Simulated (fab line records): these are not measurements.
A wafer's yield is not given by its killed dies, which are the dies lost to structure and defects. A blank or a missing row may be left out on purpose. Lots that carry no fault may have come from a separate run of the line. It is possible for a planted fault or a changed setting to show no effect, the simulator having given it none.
Split-lot trial / flow n5-finfet / 7 lots, 21 wafers read, on a route of 1938 steps

THE SPLIT
At N5_MOL_CONTACT_COAG_CONTACT_ETCH_14 (etches SiO2 in C4F6/O2, target depth 27.5 nm, overetch 8.5 nm, time 20 s), the setting source-w was moved away from the recipe's 370 W on 9 of the 21 wafers read, by -13.4% to +14.2%. All remaining wafers had this setting at the recipe value.

The split's own step is where the reading is taken.

THE READING
rf-vpp-V, in V, at N5_MOL_CONTACT_COAG_CONTACT_ETCH_14 (etches SiO2 in C4F6/O2, target depth 27.5 nm, overetch 8.5 nm, time 20 s). A value of 693 V with a standard deviation of 3.3 V is what fault-free wafers of this fab line usually give.

wafer=L080.1; tool, chamber at the split=rie-diel-05, 0; source-w as run, W=370; against the recipe=recipe; rf-vpp-V, V=689; against lot-mates on the recipe=-
wafer=L080.3; tool, chamber at the split=rie-diel-05, 1; source-w as run, W=331.2; against the recipe=-10.5%; rf-vpp-V, V=715; against lot-mates on the recipe=+26
wafer=L080.5; tool, chamber at the split=rie-diel-05, 0; source-w as run, W=331.2; against the recipe=-10.5%; rf-vpp-V, V=716; against lot-mates on the recipe=+27
wafer=L083.4; tool, chamber at the split=rie-diel-01, 0; source-w as run, W=370; against the recipe=recipe; rf-vpp-V, V=691; against lot-mates on the recipe=-
wafer=L083.5; tool, chamber at the split=rie-diel-01, 2; source-w as run, W=370; against the recipe=recipe; rf-vpp-V, V=688; against lot-mates on the recipe=-
wafer=L083.6; tool, chamber at the split=rie-diel-01, 1; source-w as run, W=370; against the recipe=recipe; rf-vpp-V, V=693; against lot-mates on the recipe=-
wafer=L086.4; tool, chamber at the split=rie-diel-01, 1; source-w as run, W=408.2; against the recipe=+10.3%; rf-vpp-V, V=672; against lot-mates on the recipe=no lot-mate on the recipe
wafer=L086.5; tool, chamber at the split=rie-diel-01, 2; source-w as run, W=408.2; against the recipe=+10.3%; rf-vpp-V, V=667; against lot-mates on the recipe=no lot-mate on the recipe
wafer=L086.6; tool, chamber at the split=rie-diel-01, 1; source-w as run, W=408.2; against the recipe=+10.3%; rf-vpp-V, V=671; against lot-mates on the recipe=no lot-mate on the recipe
wafer=L090.2; tool, chamber at the split=rie-diel-06, 0; source-w as run, W=370; against the recipe=recipe; rf-vpp-V, V=698; against lot-mates on the recipe=-
wafer=L090.3; tool, chamber at the split=rie-diel-06, 1; source-w as run, W=320.3; against the recipe=-13.4%; rf-vpp-V, V=728; against lot-mates on the recipe=+33
wafer=L090.4; tool, chamber at the split=rie-diel-06, 2; source-w as run, W=370; against the recipe=recipe; rf-vpp-V, V=692; against lot-mates on the recipe=-
wafer=L093.1; tool, chamber at the split=rie-diel-06, 2; source-w as run, W=370; against the recipe=recipe; rf-vpp-V, V=691; against lot-mates on the recipe=-
wafer=L093.2; tool, chamber at the split=rie-diel-06, 1; source-w as run, W=370; against the recipe=recipe; rf-vpp-V, V=698; against lot-mates on the recipe=-
wafer=L093.5; tool, chamber at the split=rie-diel-06, 3; source-w as run, W=422.5; against the recipe=+14.2%; rf-vpp-V, V=667; against lot-mates on the recipe=-28
wafer=L096.1; tool, chamber at the split=rie-diel-01, 0; source-w as run, W=370; against the recipe=recipe; rf-vpp-V, V=692; against lot-mates on the recipe=-
wafer=L096.2; tool, chamber at the split=rie-diel-01, 3; source-w as run, W=350.5; against the recipe=-5.3%; rf-vpp-V, V=701; against lot-mates on the recipe=+9
wafer=L096.3; tool, chamber at the split=rie-diel-01, 1; source-w as run, W=350.5; against the recipe=-5.3%; rf-vpp-V, V=705; against lot-mates on the recipe=+13
wafer=L097.3; tool, chamber at the split=rie-diel-06, 0; source-w as run, W=370; against the recipe=recipe; rf-vpp-V, V=699; against lot-mates on the recipe=-
wafer=L097.4; tool, chamber at the split=rie-diel-06, 0; source-w as run, W=370; against the recipe=recipe; rf-vpp-V, V=698; against lot-mates on the recipe=-
wafer=L097.5; tool, chamber at the split=rie-diel-06, 1; source-w as run, W=370; against the recipe=recipe; rf-vpp-V, V=699; against lot-mates on the recipe=-

FIT RESULTS
A straight line over all 21 wafers: rf-vpp-V changes by -2.18 V for each +1% of source-w; r = -0.97; the points scatter about the line by 3.8 V.
The same after taking each lot's own level away (the mean of its wafers on the recipe; 18 wafers): -2.26 V for each +1%; r = -0.98; scatter 2.5 V.
The reading moves by 32 V for the largest change in source-w, on that fit.
Measured against the standard deviation above, the lots' own levels, which go from 689.0 to 698.7 V, span 2.9 times it.
The two slopes are in agreement: the lot-to-lot level therefore moves the slope only a little.
Check: -35.1 V against its lot-mates is what the line predicts for one of the wafers moved furthest among these (+14.2%) when that wafer is left out of the fit. Against them it came out at -27.5 V.
Tool readings at the split's step, against how far the setting was moved: rf-vpp-V r = -0.97.

THESE WAFERS: OTHER SPLITS
Note: prior to the reading, these wafers also went through further splits. Each is held against what the fit with the lots' levels taken away leaves over:
other split on the same wafers=N5_GATE_CUT_DESCUM_18 time-s; wafers away from the commonest value=10; r with rf-vpp-V (lot level and that fit taken away)=-0.18

FILE'S OWN FIT
rf-vpp-V changes by -2.28 V for each +1% of source-w, r = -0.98.
